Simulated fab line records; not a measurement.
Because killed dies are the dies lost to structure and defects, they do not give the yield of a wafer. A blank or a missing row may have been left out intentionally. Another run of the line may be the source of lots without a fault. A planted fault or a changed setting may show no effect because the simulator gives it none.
Comparing a struck lot with a sound one    flow nandHarc    31 out of 1302 route steps
Sound: these wafers, L581.1, L581.3, L581.5. Struck: wafers L579.2, L579.4 (left out: L579.3, a lot-mate that was not struck); the cause follows at the end.
Each step with rows lists, per side, the tool, then ch with its chambers, then its first start. Under that, the readings that differ: sound wafers    struck wafers    difference of the means    sigmas: that difference in standard deviations of wafers without a fault.
alike: a reading whose means differ by less than 2 such deviations, as well as words and numbers matching on both sides. not compared: withheld readings; readings where some wafer has no value; bounds like >300 that might hide an equal value; numbers whose values overlap and for which the record gives no deviation.
The two part at a step that has a row with sigmas, a row that says differs or no value, or rows on one side only. Numbers that have no deviation but don't overlap get no sigmas and don't part them. A reading that every wafer of one side lacks parts them only if that side has two wafers or more.

first, 1 step without rows for these wafers: NHARC_A_CHANNEL_HOLE_D2_DEVELOP_09 (develop time 35 s).
NHARC_A_CHANNEL_HOLE_D2_CD_MEAS_10: the cd target is 100 nm.
  sound on cdSem-03 ch 0, day 17 21:02; struck on cdSem-01 ch 0, day 16 18:56
  alike: cdNm
NHARC_A_CHANNEL_HOLE_D2_OVL_MEAS_11:
  sound: overlay-02 at day 17 21:07; struck: overlay-01 at day 16 19:01
  alike: overlayXNm, overlayYNm
NHARC_A_CHANNEL_HOLE_D2_INSPECT_12:
  sound: defectInspect-02 at day 17 21:10; struck: defectInspect-02 at day 16 19:03
  alike: rawDefectCount
then, 1 step without rows for these wafers: NHARC_A_CHANNEL_HOLE_D2_DESCUM_15 (chemistry O2, time 3 s).
NHARC_A_CHANNEL_HOLE_D2_ETCH_38: etches the open film in CF4, target depth 39 nm, time 65 s.
  sound on rieDiel-01 ch 0,1,3, day 17 21:18; struck on rieDiel-01 ch 1,3, day 16 19:12
  alike: biasW, drypumpMotorCurrentA, oesProductAu, rfVppV, showerheadPlenumPTorr, throttleValvePct
  not compared: rfHoursCounterH
then, 1 step without rows for these wafers: NHARC_A_CHANNEL_HOLE_D2_ETCH_39 (etches the open film in N2/H2, target depth 260 nm, time 325 s).
NHARC_A_CHANNEL_HOLE_D2_ETCH_34: etches the open film in CF4/CHF3, target depth 154 nm, time 77 s.
  sound: rieDiel-01 ch 0,1,3; struck: rieDiel-01 ch 1,3
  alike: biasW, drypumpMotorCurrentA, oesProductAu, rfVppV, showerheadPlenumPTorr, throttleValvePct
  not compared: rfHoursCounterH
then, 1 step without rows for these wafers: NHARC_A_CHANNEL_HOLE_D2_ETCH_16 (etches the open film in O2/COS, target depth 3100 nm, time 806 s).
NHARC_A_CHANNEL_HOLE_D2_CD_MEAS_18:
  sound: cdSem-01 at day 17 22:19; struck: cdSem-02 at day 16 20:13
  alike: cdNm
NHARC_A_CHANNEL_HOLE_D2_ETCH_19: etches the open film in C4F8/O2/Ar, time 34.5 s.
  sound on harEtch-02 ch 0,1, day 17 22:23; struck on harEtch-01 ch 0, day 17 03:28
reading                   sound           struck     difference  sigmas
drypumpMotorCurrentA (A)  5.74 5.74 6.07  6.35 6.34  +0.49       +2
  alike: biasV, heBacksideLeakSccm, showerheadPlenumPTorr, throttleValvePct
  not compared: rfHoursCounterH
then, 1 step without rows for these wafers: NHARC_A_CHANNEL_HOLE_D2_ETCH_20 (etches the open film in C4F8/O2/Ar, time 361.9 s, target depth 1600 nm).
NHARC_A_CHANNEL_HOLE_D2_ETCH_21: etches the open film in C4F8/O2/Ar, time 514.3 s, target depth 1600 nm.
  sound on harEtch-02 ch 0,1, day 17 22:49; struck on harEtch-01 ch 0, day 17 03:57
reading                   sound           struck     difference  sigmas
drypumpMotorCurrentA (A)  5.75 5.77 6.05  6.37 6.36  +0.51       +2
  alike: heBacksideLeakSccm, showerheadPlenumPTorr, throttleValvePct
  not compared: rfHoursCounterH
then, 1 step without rows for these wafers: NHARC_A_CHANNEL_HOLE_D2_ETCH_22 (etches the open film in C4F8/O2/Ar, time 666.7 s, target depth 1600 nm).
NHARC_A_CHANNEL_HOLE_D2_ETCH_23: etches the open film in C4F8/O2/Ar, time 819 s, target depth 1600 nm.
  sound on harEtch-02 ch 0,1, day 17 23:49; struck on harEtch-01 ch 0, day 17 04:59
reading                   sound           struck     difference  sigmas
drypumpMotorCurrentA (A)  5.74 5.73 6.08  6.36 6.37  +0.51       +2
  alike: heBacksideLeakSccm, showerheadPlenumPTorr, throttleValvePct
  not compared: rfHoursCounterH
NHARC_A_CHANNEL_HOLE_D2_ETCH_24: etches the open film in C4F8/O2/Ar, time 906.2 s, target depth 1500 nm.
  sound on harEtch-02 ch 0,1, day 18 00:30; struck on harEtch-01 ch 0, day 17 05:41
reading                   sound           struck     difference  sigmas
drypumpMotorCurrentA (A)  5.72 5.70 6.05  6.35 6.35  +0.53       +2
  alike: heBacksideLeakSccm, showerheadPlenumPTorr, throttleValvePct
  not compared: rfHoursCounterH
then, 10 steps without rows for these wafers: NHARC_A_CHANNEL_HOLE_D2_ETCH_25 (etches the open film in C4F8/O2/Ar, time 1040.2 s, target depth 1500 nm); NHARC_A_CHANNEL_HOLE_D2_ETCH_26 (etches the open film in C4F8/O2/Ar, time 224.1 s, target depth 300 nm); NHARC_A_CHANNEL_HOLE_D2_ETCH_27 (etches the open film in C4F8/O2/Ar, time 90 s, target depth 400 nm); NHARC_A_CHANNEL_HOLE_D2_STRIP_41 (strips in N2/H2); NHARC_A_CHANNEL_HOLE_D2_STRIP_42 (strips in CF4/CHF3); NHARC_A_CHANNEL_HOLE_D2_STRIP_43 (strips in O2/COS); NHARC_A_CHANNEL_HOLE_D2_ETCH_44 (etches the open film in CF4/O2, target depth 140 nm, overetch 14 nm, time 77 s); NHARC_A_CHANNEL_HOLE_D2_STRIP_28 (strips in O2); NHARC_A_CHANNEL_HOLE_D2_PRECLEAN_29 (cleans in SC1); NHARC_A_CHANNEL_HOLE_D2_SRD_30.
NHARC_A_CHANNEL_HOLE_D2_CD_MEAS_31:
  sound: cdSem-01 at day 18 03:53; struck: cdSem-02 at day 17 08:56
  alike: cdNm
following that, these wafers have no rows for 1 step: NHARC_A_CHANNEL_HOLE_D2_XSEM_32.
NHARC_A_CHANNEL_HOLE_D2_INSPECT_40:
  sound: defectInspect-02 at day 18 04:04; struck: defectInspect-02 at day 17 09:08
reading         sound        struck   difference  sigmas
rawDefectCount  329 279 219  708 738  +447        +5
then, 1 step without rows for these wafers: NHARC_A_CHANNEL_FILL_D2_PRECLEAN_00 (cleans in SC1).
-- jump in the record: it breaks off in module A_CHANNEL_FILL_D2 and resumes in module END (first step shown: number 1302 of the route), and 11 days separate the struck wafers' starts before and after --
NHARC_END_SORT_01:
  the record has rows for the struck wafers here (prober-02 ch 0, day 28 02:16) and none for the sound ones

WHERE THEY PART
Last at NHARC_END_SORT_01 as far as this record goes, first at NHARC_A_CHANNEL_HOLE_D2_ETCH_19.

WHY: the cause the simulator had injected
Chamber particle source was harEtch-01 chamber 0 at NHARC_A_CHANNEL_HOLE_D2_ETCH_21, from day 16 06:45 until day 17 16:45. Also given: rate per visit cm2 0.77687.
